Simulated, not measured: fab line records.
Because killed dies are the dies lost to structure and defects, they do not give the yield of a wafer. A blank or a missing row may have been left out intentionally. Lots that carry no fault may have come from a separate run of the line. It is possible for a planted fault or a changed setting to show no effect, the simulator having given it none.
Which of the tools did it? | flow nand-harc | 63 wafers from 21 lots sampled at 6 of the route's 1302 steps

## WHAT THE GAUGES READ, wafer by wafer
The record holds no reading of a measuring or inspecting step that can be judged against a usual standard deviation.

## WHICH TOOL RAN EACH LOT (tool, then ch and the chambers of the sampled wafers, then the start)
lot  | NHARC_P_ZERO_WELL_DESCUM_39        | NHARC_P_GATE_ETCH_32             | NHARC_P_GATE_STRIP_112               | NHARC_P_GATE_RTA_82              | NHARC_P_M0_ETCH_15                            | NHARC_P_M1_ETCH_35
L074 | rie-diel-09 ch 0,1,2, day 2 00:25  | rie-si-05 ch 0,2,3, day 4 19:43  | plasma-asher-01 ch 0, day 5 09:15    | rtp-anneal-02 ch 0, day 5 13:20  | rie-diel-02 ch 2,3, day 5 23:44 or earlier    | rie-diel-08 ch 0,1,3, day 5 23:44
L075 | rie-diel-02 ch 0,1,2, day 2 10:24  | rie-si-03 ch 0,2, day 5 17:16    | plasma-asher-01 ch 0,1, day 6 06:54  | rtp-anneal-02 ch 0, day 6 10:58  | rie-diel-09 ch 0,1,2, day 6 21:43 or earlier  | rie-diel-07 ch 1,2,3, day 6 21:43
L076 | rie-diel-08 ch 1,2,3, day 2 20:22  | rie-si-06 ch 0,2,3, day 6 01:07  | plasma-asher-02 ch 0,1, day 6 15:15  | rtp-anneal-01 ch 0, day 6 19:20  | rie-diel-06 ch 0,1,2, day 7 05:47 or earlier  | rie-diel-07 ch 0,1,3, day 7 05:47
L078 | rie-diel-09 ch 0,2, day 3 16:10    | rie-si-05 ch 0,1,2, day 6 17:24  | plasma-asher-01 ch 0,1, day 7 10:29  | rtp-anneal-02 ch 0, day 7 14:29  | rie-diel-06 ch 0,2, day 8 00:47 or earlier    | rie-diel-08 ch 0,1, day 8 00:47
L079 | rie-diel-09 ch 0,1,2, day 4 02:19  | rie-si-06 ch 1,2,3, day 7 05:13  | plasma-asher-01 ch 0,1, day 7 20:53  | rtp-anneal-01 ch 0, day 8 00:56  | rie-diel-06 ch 0,1, day 8 11:52 or earlier    | rie-diel-13 ch 0,3, day 8 11:52
L081 | rie-diel-02 ch 0,3, day 4 22:16    | rie-si-03 ch 2,3, day 7 22:20    | plasma-asher-01 ch 0, day 8 11:46    | rtp-anneal-01 ch 0, day 8 16:01  | rie-diel-06 ch 0,2, day 9 03:23 or earlier    | rie-diel-13 ch 0,1,3, day 9 03:23
L082 | rie-diel-08 ch 1,2, day 5 08:33    | rie-si-06 ch 0,1,3, day 8 09:15  | plasma-asher-01 ch 0,1, day 8 22:53  | rtp-anneal-02 ch 0, day 9 02:45  | rie-diel-06 ch 0,1, day 9 13:14 or earlier    | rie-diel-07 ch 0,1,3, day 9 13:14
L083 | rie-diel-08 ch 0,1, day 5 18:23    | rie-si-06 ch 0,1,3, day 8 21:49  | plasma-asher-01 ch 0,1, day 9 11:43  | rtp-anneal-02 ch 0, day 9 15:43  | rie-diel-06 ch 1,2,3, day 10 02:23 or earlier | rie-diel-13 ch 1,3, day 10 02:23
L084 | rie-diel-02 ch 0,2,3, day 6 05:01  | rie-si-06 ch 0,1,3, day 9 06:31  | plasma-asher-01 ch 0,1, day 9 22:08  | rtp-anneal-02 ch 0, day 10 02:02 | rie-diel-06 ch 0,1,3, day 10 12:50 or earlier | rie-diel-13 ch 1,2, day 10 12:50
L085 | rie-diel-02 ch 0,2,3, day 6 14:16  | rie-si-06 ch 0,1,3, day 9 15:02  | plasma-asher-01 ch 0,1, day 10 06:50 | rtp-anneal-02 ch 0, day 10 10:53 | rie-diel-06 ch 0,1,3, day 10 21:46 or earlier | rie-diel-13 ch 0,1,3, day 10 21:46
L086 | rie-diel-02 ch 0,1,3, day 7 00:15  | rie-si-05 ch 0,2,3, day 9 21:41  | plasma-asher-02 ch 0,1, day 10 11:20 | rtp-anneal-01 ch 0, day 10 15:22 | rie-diel-09 ch 0,1,3, day 11 01:32 or earlier | rie-diel-07 ch 0,1,3, day 11 01:32
L087 | rie-diel-09 ch 0,2,3, day 7 10:08  | rie-si-06 ch 0,2,3, day 10 11:29 | plasma-asher-02 ch 0,1, day 11 01:10 | rtp-anneal-01 ch 0, day 11 05:15 | rie-diel-02 ch 0,3, day 11 15:37 or earlier   | rie-diel-13 ch 0,3, day 11 15:37
L088 | rie-diel-08 ch 1,2, day 7 20:20    | rie-si-05 ch 1,2, day 11 09:26   | plasma-asher-01 ch 0,1, day 11 23:06 | rtp-anneal-01 ch 0, day 12 03:28 | rie-diel-09 ch 0,1,2, day 12 14:11 or earlier | rie-diel-08 ch 1,2, day 12 14:11
L089 | rie-diel-09 ch 1,2,3, day 8 06:50  | rie-si-03 ch 1,2, day 11 09:51   | plasma-asher-01 ch 0,1, day 11 23:43 | rtp-anneal-02 ch 0, day 12 04:07 | rie-diel-02 ch 2,3, day 12 15:17 or earlier   | rie-diel-13 ch 1,2,3, day 12 15:17
L090 | rie-diel-02 ch 0,1,3, day 8 16:24  | rie-si-05 ch 0,1,2, day 12 01:53 | plasma-asher-02 ch 0,1, day 12 17:35 | rtp-anneal-02 ch 0, day 12 21:40 | rie-diel-09 ch 0,1,2, day 13 07:52 or earlier | rie-diel-13 ch 0,1,3, day 13 07:52
L091 | rie-diel-02 ch 2,3, day 9 02:21    | rie-si-03 ch 0,1,2, day 12 10:13 | plasma-asher-02 ch 0,1, day 12 23:56 | rtp-anneal-01 ch 0, day 13 04:05 | rie-diel-06 ch 2,3, day 13 14:19 or earlier   | rie-diel-08 ch 0,1, day 13 14:19
L093 | rie-diel-08 ch 0,3, day 9 23:40    | rie-si-03 ch 0,1,3, day 13 04:20 | plasma-asher-01 ch 0,1, day 13 18:01 | rtp-anneal-01 ch 0, day 13 22:05 | rie-diel-06 ch 0,3, day 14 04:39              | rie-diel-07 ch 0,2,3, day 14 08:47
L094 | rie-diel-09 ch 0,1,3, day 10 08:18 | rie-si-06 ch 0,2,3, day 13 04:58 | plasma-asher-02 ch 0,1, day 13 18:38 | rtp-anneal-01 ch 0, day 13 22:48 | rie-diel-02 ch 1,2, day 14 09:10 or earlier   | rie-diel-13 ch 1,3, day 14 09:10
L095 | rie-diel-08 ch 1,2, day 10 18:25   | rie-si-03 ch 0,2,3, day 13 15:13 | plasma-asher-02 ch 0, day 14 04:51   | rtp-anneal-02 ch 0, day 14 08:52 | rie-diel-06 ch 0,1,3, day 14 19:03 or earlier | rie-diel-13 ch 0,3, day 14 19:03
L096 | rie-diel-09 ch 0,3, day 11 04:10   | rie-si-03 ch 0,1,3, day 14 01:41 | plasma-asher-01 ch 0,1, day 14 15:03 | rtp-anneal-02 ch 0, day 14 19:01 | rie-diel-02 ch 0,1,2, day 15 05:14 or earlier | rie-diel-08 ch 0,1, day 15 05:14
L097 | rie-diel-09 ch 0,2,3, day 11 14:41 | rie-si-03 ch 1,2,3, day 14 18:56 | plasma-asher-02 ch 0,1, day 15 09:43 | rtp-anneal-02 ch 0, day 15 13:39 | rie-diel-06 ch 0,2,3, day 16 00:08 or earlier | rie-diel-07 ch 1,2,3, day 16 00:08
- NHARC_P_ZERO_WELL_DESCUM_39: chemistry O2, time 3 s.
- NHARC_P_GATE_ETCH_32: etches the open film in HBr/Cl2, target depth 150 nm, time 100.1 s.
- NHARC_P_GATE_STRIP_112: strips in N2/H2, time 200 s.
- NHARC_P_GATE_RTA_82: time 30 s.
- NHARC_P_M0_ETCH_15: etches the open film in C4F8/Ar, target depth 150 nm, overetch 15 nm, time 82.5 s.
- NHARC_P_M1_ETCH_35: etches the open film in N2/H2, target depth 40 nm, overetch 12 nm, time 43.94 s.

## WHAT THE TOOLS THEMSELVES READ (means of the sampled wafers that have a number; where no wafer has one, the mark that the record gives instead)
NHARC_P_ZERO_WELL_DESCUM_39. Usual: chamber-pressure-mTorr is 60.00 mTorr with standard deviation 0.053, drypump-motor-current-A is 5.8 A with standard deviation 0.5, mfc-ar-sccm is 0.007 sccm with standard deviation 0.0094, oes-product-au is 1.002 a.u. with standard deviation 0.011, rf-vpp-V is 57.6 V with standard deviation 0.94, showerhead-plenum-p-Torr is 1.90 Torr with standard deviation 0.11, and throttle-valve-pct is 11.311 % with standard deviation 0.0088.
lot  | tool        | chamber-pressure-mTorr (mTorr) | drypump-motor-current-A (A) | mfc-ar-sccm (sccm) | oes-product-au (a.u.) | rf-vpp-V (V) | showerhead-plenum-p-Torr (Torr) | throttle-valve-pct (%) | flag
L074 | rie-diel-09 | 60.03                          | 5.4                         | 0.000              | 1.005                 | 58.6         | 1.90                            | 11.305                 |
L075 | rie-diel-02 | 59.96                          | 6.0                         | 0.017              | 1.009                 | 56.8         | 1.87                            | 11.316                 |
L076 | rie-diel-08 | 60.04                          | 5.9                         | 0.000              | 0.998                 | 57.1         | 1.89                            | 11.316                 |
L078 | rie-diel-09 | 60.05                          | 5.2                         | 0.000              | 1.014                 | 56.7         | 1.81                            | 11.314                 |
L079 | rie-diel-09 | 60.03                          | 5.4                         | 0.000              | 1.002                 | 57.3         | 1.90                            | 11.309                 |
L081 | rie-diel-02 | 59.97                          | 6.0                         | 0.006              | 0.994                 | 57.5         | 1.97                            | 11.313                 |
L082 | rie-diel-08 | 59.98                          | 5.9                         | 0.000              | 0.994                 | 57.7         | 1.93                            | 11.316                 |
L083 | rie-diel-08 | 59.95                          | 5.3                         | 0.016              | 0.999                 | 57.1         | 1.85                            | 11.309                 |
L084 | rie-diel-02 | 59.97                          | 6.1                         | 0.012              | 0.994                 | 57.7         | 1.91                            | 11.309                 |
L085 | rie-diel-02 | 60.04                          | 6.1                         | 0.012              | 0.996                 | 57.7         | 1.91                            | 11.313                 |
L086 | rie-diel-02 | 60.02                          | 6.1                         | 0.010              | 1.006                 | 57.8         | 1.93                            | 11.308                 |
L087 | rie-diel-09 | 59.96                          | 5.6                         | 0.001              | 1.006                 | 58.4         | 1.91                            | 11.311                 |
L088 | rie-diel-08 | 59.97                          | 5.7                         | 0.000              | 0.984                 | 57.4         | 1.90                            | 11.314                 |
L089 | rie-diel-09 | 60.00                          | 5.8                         | 0.001              | 0.996                 | 58.2         | 1.98                            | 11.307                 |
L090 | rie-diel-02 | 60.02                          | 6.1                         | 0.010              | 1.010                 | 57.7         | 1.92                            | 11.306                 |
L091 | rie-diel-02 | 60.01                          | 6.2                         | 0.018              | 1.005                 | 57.6         | 1.84                            | 11.311                 |
L093 | rie-diel-08 | 59.99                          | 5.8                         | 0.008              | 1.000                 | 57.4         | 1.80                            | 11.315                 |
L094 | rie-diel-09 | 59.99                          | 5.8                         | 0.001              | 1.004                 | 57.6         | 1.90                            | 11.307                 |
L095 | rie-diel-08 | 59.98                          | 6.0                         | 0.000              | 0.997                 | 57.8         | 1.92                            | 11.318                 |
L096 | rie-diel-09 | 60.02                          | 6.0                         | 0.002              | 1.013                 | 57.2         | 1.81                            | 11.305                 |
L097 | rie-diel-09 | 60.00                          | 5.6                         | 0.001              | 1.008                 | 58.1         | 1.90                            | 11.316                 |

NHARC_P_GATE_ETCH_32. Usual: chamber-pressure-mTorr 15.000 mTorr, standard deviation 0.013; drypump-motor-current-A 5.7 A, standard deviation 0.46; oes-product-au 1.002 a.u., standard deviation 0.015; throttle-valve-pct 26.406 %, standard deviation 0.0093.
lot  | tool      | chamber-pressure-mTorr (mTorr) | drypump-motor-current-A (A) | oes-product-au (a.u.) | throttle-valve-pct (%) | flag
L074 | rie-si-05 | 14.996                         | 5.9                         | 1.013                 | 26.413                 |
L075 | rie-si-03 | 15.001                         | 5.3                         | 1.020                 | 26.401                 |
L076 | rie-si-06 | 14.997                         | 5.6                         | 0.995                 | 26.404                 |
L078 | rie-si-05 | 15.007                         | 5.9                         | 1.005                 | 26.414                 |
L079 | rie-si-06 | 15.004                         | 6.0                         | 1.003                 | 26.404                 |
L081 | rie-si-03 | 14.996                         | 6.0                         | 1.000                 | 26.404                 |
L082 | rie-si-06 | 14.999                         | 5.7                         | 0.992                 | 26.412                 |
L083 | rie-si-06 | 14.995                         | 5.7                         | 0.989                 | 26.398                 |
L084 | rie-si-06 | 15.013                         | 5.7                         | 0.993                 | 26.399                 |
L085 | rie-si-06 | 14.999                         | 5.7                         | 1.003                 | 26.407                 |
L086 | rie-si-05 | 14.996                         | 5.9                         | 1.001                 | 26.406                 |
L087 | rie-si-06 | 15.003                         | 5.6                         | 0.992                 | 26.403                 |
L088 | rie-si-05 | 15.002                         | 6.0                         | 1.017                 | 26.397                 |
L089 | rie-si-03 | 14.992                         | 5.7                         | 1.005                 | 26.409                 |
L090 | rie-si-05 | 15.004                         | 5.9                         | 1.026                 | 26.395                 |
L091 | rie-si-03 | 14.983                         | 5.6                         | 1.001                 | 26.413                 |
L093 | rie-si-03 | 15.007                         | 5.2                         | 1.007                 | 26.406                 |
L094 | rie-si-06 | 15.011                         | 5.6                         | 0.984                 | 26.404                 |
L095 | rie-si-03 | 14.991                         | 5.5                         | 1.001                 | 26.404                 |
L096 | rie-si-03 | 14.995                         | 5.2                         | 0.996                 | 26.409                 |
L097 | rie-si-03 | 14.994                         | 5.7                         | 1.004                 | 26.407                 |

NHARC_P_GATE_STRIP_112. Usual: drypump-motor-current-A 6.0 A, standard deviation 0.36; heater-power-w 85 W, standard deviation 6.
lot  | tool            | drypump-motor-current-A (A) | heater-power-w (W) | flag
L074 | plasma-asher-01 | 6.2                         | 90                 |
L075 | plasma-asher-01 | 6.0                         | 88                 |
L076 | plasma-asher-02 | 5.8                         | 80                 |
L078 | plasma-asher-01 | 6.0                         | 88                 |
L079 | plasma-asher-01 | 6.0                         | 87                 |
L081 | plasma-asher-01 | 6.3                         | 89                 |
L082 | plasma-asher-01 | 6.0                         | 89                 |
L083 | plasma-asher-01 | 6.0                         | 88                 |
L084 | plasma-asher-01 | 5.9                         | 89                 |
L085 | plasma-asher-01 | 6.0                         | 88                 |
L086 | plasma-asher-02 | 6.1                         | 81                 |
L087 | plasma-asher-02 | 5.8                         | 79                 |
L088 | plasma-asher-01 | 6.0                         | 90                 |
L089 | plasma-asher-01 | 5.9                         | 90                 |
L090 | plasma-asher-02 | 5.8                         | 79                 |
L091 | plasma-asher-02 | 5.8                         | 80                 |
L093 | plasma-asher-01 | 6.0                         | 89                 |
L094 | plasma-asher-02 | 5.8                         | 79                 |
L095 | plasma-asher-02 | 6.4                         | 89                 |
L096 | plasma-asher-01 | 6.0                         | 88                 |
L097 | plasma-asher-02 | 5.8                         | 79                 |

NHARC_P_GATE_RTA_82. Usual: anneal-temp-c-max 452.1, standard deviation 0.4; lamp-power-pct 4.17 %, standard deviation 0.21; wafer_temp_C_max 452.8, standard deviation 0.95.
lot  | tool          | anneal-temp-c-max | lamp-power-pct (%) | wafer_temp_C_max | flag
L074 | rtp-anneal-02 | 452.0             | 4.36               | 452.3            |
L075 | rtp-anneal-02 | 452.4             | 4.36               | 452.2            |
L076 | rtp-anneal-01 | 451.8             | 3.94               | 453.5            |
L078 | rtp-anneal-02 | 452.4             | 4.36               | 452.2            |
L079 | rtp-anneal-01 | 451.9             | 3.94               | 453.5            |
L081 | rtp-anneal-01 | 452.4             | 3.94               | 453.5            |
L082 | rtp-anneal-02 | 451.9             | 4.36               | 452.3            |
L083 | rtp-anneal-02 | 452.1             | 4.36               | 451.8            |
L084 | rtp-anneal-02 | 451.4             | 4.36               | 452.6            |
L085 | rtp-anneal-02 | 451.6             | 4.36               | 452.2            |
L086 | rtp-anneal-01 | 452.6             | 3.94               | 453.4            |
L087 | rtp-anneal-01 | 452.0             | 3.94               | 454.3            |
L088 | rtp-anneal-01 | 451.7             | 3.94               | 454.2            |
L089 | rtp-anneal-02 | 452.3             | 4.36               | 452.3            |
L090 | rtp-anneal-02 | 452.0             | 4.36               | 452.4            |
L091 | rtp-anneal-01 | 452.2             | 3.94               | 453.8            |
L093 | rtp-anneal-01 | 452.8             | 3.94               | 453.6            |
L094 | rtp-anneal-01 | 452.0             | 3.94               | 454.1            |
L095 | rtp-anneal-02 | 452.1             | 4.36               | 452.2            |
L096 | rtp-anneal-02 | 452.4             | 4.36               | 452.1            |
L097 | rtp-anneal-02 | 452.3             | 4.35               | 452.6            |

NHARC_P_M0_ETCH_15. Usual: chamber-pressure-mTorr 25.003 mTorr, standard deviation 0.022; oes-product-au 0.962 a.u., standard deviation 0.022; rf-vpp-V 440 V, standard deviation 3.1.
lot  | tool        | chamber-pressure-mTorr (mTorr) | oes-product-au (a.u.) | rf-vpp-V (V) | flag
L074 | rie-diel-02 | 25.000                         | 0.965                 | 438          |
L075 | rie-diel-09 | 25.032                         | 0.930                 | 440          |
L076 | rie-diel-06 | 24.993                         | 0.962                 | 439          |
L078 | rie-diel-06 | 24.997                         | 0.915                 | 438          |
L079 | rie-diel-06 | 24.998                         | 0.954                 | 436          |
L081 | rie-diel-06 | 25.004                         | 0.958                 | 438          |
L082 | rie-diel-06 | 25.011                         | 0.968                 | 437          |
L083 | rie-diel-06 | 25.029                         | 0.944                 | 439          |
L084 | rie-diel-06 | 25.010                         | 0.969                 | 438          |
L085 | rie-diel-06 | 25.004                         | 0.968                 | 439          |
L086 | rie-diel-09 | 24.993                         | 0.957                 | 441          |
L087 | rie-diel-02 | 25.011                         | 0.976                 | 446          |
L088 | rie-diel-09 | 25.008                         | 0.928                 | 443          |
L089 | rie-diel-02 | 25.017                         | 0.995                 | 441          |
L090 | rie-diel-09 | 24.997                         | 0.976                 | 443          |
L091 | rie-diel-06 | 24.986                         | 0.986                 | 439          |
L093 | rie-diel-06 | 25.022                         | 0.942                 | 438          |
L094 | rie-diel-02 | 25.000                         | 0.978                 | 441          |
L095 | rie-diel-06 | 24.986                         | 0.979                 | 437          |
L096 | rie-diel-02 | 25.014                         | 0.935                 | 441          |
L097 | rie-diel-06 | 25.013                         | 0.993                 | 437          |

NHARC_P_M1_ETCH_35. Usual: chamber-pressure-mTorr is 30.000 mTorr with standard deviation 0.029, drypump-motor-current-A is 5.6 A with standard deviation 0.47, mfc-ar-sccm is 0.006 sccm with standard deviation 0.0081, oes-product-au is 1.000 a.u. with standard deviation 0.014, rf-vpp-V is 429.8 V with standard deviation 1.8, showerhead-plenum-p-Torr is 2.01 Torr with standard deviation 0.055, and throttle-valve-pct is 14.170 % with standard deviation 0.0094.
lot  | tool        | chamber-pressure-mTorr (mTorr) | drypump-motor-current-A (A) | mfc-ar-sccm (sccm) | oes-product-au (a.u.) | rf-vpp-V (V) | showerhead-plenum-p-Torr (Torr) | throttle-valve-pct (%) | flag
L074 | rie-diel-08 | 30.007                         | 5.8                         | 0.008              | 1.001                 | 428.9        | 1.97                            | 14.181                 |
L075 | rie-diel-07 | 29.996                         | 5.5                         | 0.005              | 1.005                 | 430.2        | 2.04                            | 14.181                 |
L076 | rie-diel-07 | 30.007                         | 5.5                         | 0.011              | 1.013                 | 429.0        | 2.02                            | 14.157                 |
L078 | rie-diel-08 | 30.005                         | 5.3                         | 0.016              | 0.997                 | 428.1        | 1.97                            | 14.165                 |
L079 | rie-diel-13 | 29.981                         | 5.4                         | 0.010              | 0.991                 | 431.4        | 2.08                            | 14.173                 |
L081 | rie-diel-13 | 30.019                         | 5.7                         | 0.006              | 0.996                 | 430.8        | 2.04                            | 14.172                 |
L082 | rie-diel-07 | 29.978                         | 5.5                         | 0.011              | 1.019                 | 430.8        | 2.02                            | 14.171                 |
L083 | rie-diel-13 | 29.993                         | 6.0                         | 0.002              | 0.996                 | 429.6        | 2.00                            | 14.174                 |
L084 | rie-diel-13 | 29.985                         | 6.1                         | 0.002              | 0.997                 | 428.7        | 1.99                            | 14.173                 |
L085 | rie-diel-13 | 30.031                         | 5.7                         | 0.006              | 0.985                 | 430.0        | 2.03                            | 14.168                 |
L086 | rie-diel-07 | 29.998                         | 5.5                         | 0.011              | 1.014                 | 430.2        | 2.02                            | 14.165                 |
L087 | rie-diel-13 | 29.993                         | 5.2                         | 0.005              | 0.988                 | 430.6        | 2.04                            | 14.169                 |
L088 | rie-diel-08 | 29.997                         | 5.7                         | 0.000              | 1.013                 | 429.5        | 2.01                            | 14.170                 |
L089 | rie-diel-13 | 30.013                         | 5.6                         | 0.001              | 0.991                 | 430.6        | 2.00                            | 14.168                 |
L090 | rie-diel-13 | 29.993                         | 5.7                         | 0.006              | 0.985                 | 430.4        | 2.03                            | 14.160                 |
L091 | rie-diel-08 | 30.026                         | 5.3                         | 0.016              | 1.013                 | 428.7        | 1.95                            | 14.172                 |
L093 | rie-diel-07 | 30.003                         | 5.7                         | 0.011              | 1.015                 | 429.8        | 2.01                            | 14.166                 |
L094 | rie-diel-13 | 29.990                         | 5.5                         | 0.001              | 0.993                 | 430.2        | 2.01                            | 14.164                 |
L095 | rie-diel-13 | 29.994                         | 5.4                         | 0.010              | 0.997                 | 431.2        | 2.07                            | 14.173                 |
L096 | rie-diel-08 | 30.020                         | 5.8                         | 0.008              | 1.011                 | 429.8        | 2.00                            | 14.173                 |
L097 | rie-diel-07 | 30.013                         | 5.5                         | 0.005              | 1.011                 | 430.8        | 2.04                            | 14.163                 |

## THE ANSWER, worked out from the rows above alone
Rule: take the mean of a lot's wafers that have a number; if it is more than 3 standard deviations from the usual mean, the lot is off. Also off: a lot with no number at a reading for which 4 or more lots have one. The other lots that the step has rows for count as sound. First the gauges in route order, then the tools' own readings, where a lot's mean is used as printed above. The first step at which some lot is off is used, and at that step the reading that is off furthest; a lot without a number counts as furthest.
No lot is off at any reading shown: from this, nothing can be told.

## WHAT THE SIMULATOR HAD PUT IN
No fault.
